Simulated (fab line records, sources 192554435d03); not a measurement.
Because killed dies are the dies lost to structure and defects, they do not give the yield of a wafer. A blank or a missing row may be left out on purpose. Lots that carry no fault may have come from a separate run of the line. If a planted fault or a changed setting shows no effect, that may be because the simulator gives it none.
Chamber matching || flow n5Finfet || 4 sister chambers for N5_BEOL_M14_TRENCH_ETCH_34 on rieDiel-01
The step etches SiO2 in C4F8/O2/Ar, target depth 556.65 nm, time 126.9 s. 8 wafers are shown with their chamber, then 9 later ones without.

== WAFERS, EACH WITH ITS CHAMBER ==
{"wafer": "L077.3", "chamber": 0, "rfVppV (V)": 2251, "throttleValvePct (%)": 30.68}
{"wafer": "L075.6", "chamber": 0, "rfVppV (V)": 2251, "throttleValvePct (%)": 30.68}
{"wafer": "L074.1", "chamber": 1, "rfVppV (V)": 2240, "throttleValvePct (%)": 30.95}
{"wafer": "L074.5", "chamber": 2, "rfVppV (V)": 2243, "throttleValvePct (%)": 31.07}
{"wafer": "L074.6", "chamber": 1, "rfVppV (V)": 2241, "throttleValvePct (%)": 30.97}
{"wafer": "L085.2", "chamber": 3, "rfVppV (V)": 2268, "throttleValvePct (%)": 30.92}
{"wafer": "L085.3", "chamber": 2, "rfVppV (V)": 2243, "throttleValvePct (%)": 31.08}
{"wafer": "L085.6", "chamber": 3, "rfVppV (V)": 2269, "throttleValvePct (%)": 30.95}

== WAFERS WITHOUT THEIR CHAMBER ==
{"wafer": "L088.2", "rfVppV (V)": 2249, "throttleValvePct (%)": 30.71}
{"wafer": "L088.3", "rfVppV (V)": 2243, "throttleValvePct (%)": 31.09}
{"wafer": "L088.5", "rfVppV (V)": 2249, "throttleValvePct (%)": 30.70}
{"wafer": "L091.3", "rfVppV (V)": 2249, "throttleValvePct (%)": 30.70}
{"wafer": "L091.5", "rfVppV (V)": 2238, "throttleValvePct (%)": 30.98}
{"wafer": "L091.6", "rfVppV (V)": 2242, "throttleValvePct (%)": 31.11}
{"wafer": "L093.1", "rfVppV (V)": 2238, "throttleValvePct (%)": 31.01}
{"wafer": "L093.2", "rfVppV (V)": 2249, "throttleValvePct (%)": 30.71}
{"wafer": "L093.4", "rfVppV (V)": 2237, "throttleValvePct (%)": 31.00}

== CHAMBER TAKEN BY EACH ==
{"wafer": "L088.2", "from the rows above": 0, "in truth": 0}
{"wafer": "L088.3", "from the rows above": 2, "in truth": 2}
{"wafer": "L088.5", "from the rows above": 0, "in truth": 0}
{"wafer": "L091.3", "from the rows above": 0, "in truth": 0}
{"wafer": "L091.5", "from the rows above": 1, "in truth": 1}
{"wafer": "L091.6", "from the rows above": 2, "in truth": 2}
{"wafer": "L093.1", "from the rows above": 1, "in truth": 1}
{"wafer": "L093.2", "from the rows above": 0, "in truth": 0}
{"wafer": "L093.4", "from the rows above": 1, "in truth": 1}
9 of 9 placed correctly. Can't be placed from these rows: 0. Placed wrongly: 0.
How it was worked out, from the rows above alone: a wafer's distance from a chamber is the root of the sum, over the readings, of the square of ((its reading less the chamber's mean) divided by the reading's scatter). The wafer belongs to the nearest chamber; if the next one is less than 2 further off, it can't be placed. A chamber's mean is the mean of its shown wafers. How the scatter is found: for the shown wafers, subtract from each reading the mean of its chamber, square and add these, divide the total by (wafers less chambers), then take the root.
